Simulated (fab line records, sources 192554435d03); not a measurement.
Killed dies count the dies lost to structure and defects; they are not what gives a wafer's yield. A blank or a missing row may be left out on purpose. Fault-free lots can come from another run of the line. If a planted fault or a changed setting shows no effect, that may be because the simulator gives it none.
Chamber matching / flow n5Finfet / N5_BEOL_M3_ETCH_74 on rieDiel-01 has 4 sister chambers
The step etches underlayer in N2/H2, target depth 6.5 nm, time 5.2 s. 22 wafers are shown with their chamber, then 11 later ones without.

== WAFERS PAIRED WITH THEIR CHAMBERS ==
wafer=L074.1; chamber=3; drypumpMotorCurrentA (A)=5.4; showerheadPlenumPTorr (Torr)=2.59; throttleValvePct (%)=17.74
wafer=L074.2; chamber=0; drypumpMotorCurrentA (A)=5.1; showerheadPlenumPTorr (Torr)=2.70; throttleValvePct (%)=17.89
wafer=L074.6; chamber=0; drypumpMotorCurrentA (A)=5.1; showerheadPlenumPTorr (Torr)=2.70; throttleValvePct (%)=17.90
wafer=L076.1; chamber=1; drypumpMotorCurrentA (A)=6.0; showerheadPlenumPTorr (Torr)=2.70; throttleValvePct (%)=17.31
wafer=L076.2; chamber=0; drypumpMotorCurrentA (A)=5.1; showerheadPlenumPTorr (Torr)=2.70; throttleValvePct (%)=17.90
wafer=L076.4; chamber=2; drypumpMotorCurrentA (A)=5.6; showerheadPlenumPTorr (Torr)=2.51; throttleValvePct (%)=18.09
wafer=L078.3; chamber=0; drypumpMotorCurrentA (A)=5.0; showerheadPlenumPTorr (Torr)=2.70; throttleValvePct (%)=17.92
wafer=L078.5; chamber=0; drypumpMotorCurrentA (A)=5.1; showerheadPlenumPTorr (Torr)=2.70; throttleValvePct (%)=17.90
wafer=L078.6; chamber=3; drypumpMotorCurrentA (A)=5.4; showerheadPlenumPTorr (Torr)=2.59; throttleValvePct (%)=17.75
wafer=L077.2; chamber=3; drypumpMotorCurrentA (A)=5.4; showerheadPlenumPTorr (Torr)=2.59; throttleValvePct (%)=17.75
wafer=L077.5; chamber=1; drypumpMotorCurrentA (A)=6.0; showerheadPlenumPTorr (Torr)=2.70; throttleValvePct (%)=17.32
wafer=L077.6; chamber=0; drypumpMotorCurrentA (A)=5.0; showerheadPlenumPTorr (Torr)=2.70; throttleValvePct (%)=17.87
wafer=L080.3; chamber=1; drypumpMotorCurrentA (A)=6.0; showerheadPlenumPTorr (Torr)=2.70; throttleValvePct (%)=17.37
wafer=L080.5; chamber=0; drypumpMotorCurrentA (A)=5.1; showerheadPlenumPTorr (Torr)=2.70; throttleValvePct (%)=17.89
wafer=L080.6; chamber=3; drypumpMotorCurrentA (A)=5.4; showerheadPlenumPTorr (Torr)=2.59; throttleValvePct (%)=17.74
wafer=L084.2; chamber=3; drypumpMotorCurrentA (A)=5.4; showerheadPlenumPTorr (Torr)=2.59; throttleValvePct (%)=17.73
wafer=L084.3; chamber=0; drypumpMotorCurrentA (A)=5.1; showerheadPlenumPTorr (Torr)=2.70; throttleValvePct (%)=17.92
wafer=L084.6; chamber=1; drypumpMotorCurrentA (A)=6.0; showerheadPlenumPTorr (Torr)=2.70; throttleValvePct (%)=17.33
wafer=L085.1; chamber=1; drypumpMotorCurrentA (A)=6.0; showerheadPlenumPTorr (Torr)=2.70; throttleValvePct (%)=17.36
wafer=L085.5; chamber=0; drypumpMotorCurrentA (A)=5.1; showerheadPlenumPTorr (Torr)=2.69; throttleValvePct (%)=17.92
wafer=L085.6; chamber=3; drypumpMotorCurrentA (A)=5.4; showerheadPlenumPTorr (Torr)=2.58; throttleValvePct (%)=17.80
wafer=L086.1; chamber=1; drypumpMotorCurrentA (A)=6.0; showerheadPlenumPTorr (Torr)=2.69; throttleValvePct (%)=17.37

SIGNATURES (means of the wafers above)
reading=drypumpMotorCurrentA; chamber 0=5.078; chamber 1=6.000; chamber 2=5.600; chamber 3=5.400; scatter within a chamber=0.0294
reading=showerheadPlenumPTorr; chamber 0=2.6989; chamber 1=2.6983; chamber 2=2.5100; chamber 3=2.5883; scatter within a chamber=0.00377
reading=throttleValvePct; chamber 0=17.9011; chamber 1=17.3433; chamber 2=18.0900; chamber 3=17.7517; scatter within a chamber=0.0222
Rule: a wafer's distance from a chamber is the root of the sum, over the readings, of the square of ((its reading less the chamber's mean) divided by the reading's scatter). If the next closest chamber is less than 2 further off than the closest, the wafer can't be placed; otherwise it belongs to the closest. The scatter is the square root of a quotient: the sum, over the shown wafers, of each reading's squared deviation from its chamber's mean, divided by wafers minus chambers.

== WAFERS MISSING THEIR CHAMBER ==
wafer=L086.2; drypumpMotorCurrentA (A)=5.1; showerheadPlenumPTorr (Torr)=2.69; throttleValvePct (%)=17.91
wafer=L086.3; drypumpMotorCurrentA (A)=5.4; showerheadPlenumPTorr (Torr)=2.58; throttleValvePct (%)=17.74
wafer=L087.1; drypumpMotorCurrentA (A)=5.1; showerheadPlenumPTorr (Torr)=2.69; throttleValvePct (%)=17.93
wafer=L087.3; drypumpMotorCurrentA (A)=5.4; showerheadPlenumPTorr (Torr)=2.58; throttleValvePct (%)=17.76
wafer=L087.5; drypumpMotorCurrentA (A)=6.0; showerheadPlenumPTorr (Torr)=2.69; throttleValvePct (%)=17.34
wafer=L089.1; drypumpMotorCurrentA (A)=5.5; showerheadPlenumPTorr (Torr)=2.50; throttleValvePct (%)=17.66
wafer=L089.2; drypumpMotorCurrentA (A)=5.1; showerheadPlenumPTorr (Torr)=2.69; throttleValvePct (%)=17.92
wafer=L089.5; drypumpMotorCurrentA (A)=5.1; showerheadPlenumPTorr (Torr)=2.69; throttleValvePct (%)=17.94
wafer=L095.3; drypumpMotorCurrentA (A)=5.5; showerheadPlenumPTorr (Torr)=2.50; throttleValvePct (%)=17.67
wafer=L095.4; drypumpMotorCurrentA (A)=5.4; showerheadPlenumPTorr (Torr)=2.57; throttleValvePct (%)=17.80
wafer=L095.5; drypumpMotorCurrentA (A)=5.4; showerheadPlenumPTorr (Torr)=2.57; throttleValvePct (%)=17.80

== CHAMBER TAKEN BY EACH ==
wafer=L086.2; from the rows above=0; in truth=0
wafer=L086.3; from the rows above=3; in truth=3
wafer=L087.1; from the rows above=0; in truth=0
wafer=L087.3; from the rows above=3; in truth=3
wafer=L087.5; from the rows above=1; in truth=1
wafer=L089.1; from the rows above=2; in truth=2
wafer=L089.2; from the rows above=0; in truth=0
wafer=L089.5; from the rows above=0; in truth=0
wafer=L095.3; from the rows above=2; in truth=2
wafer=L095.4; from the rows above=3; in truth=3
wafer=L095.5; from the rows above=3; in truth=3
11 of 11 placed correctly. Can't be placed from these rows: 0. 0 placed wrongly.
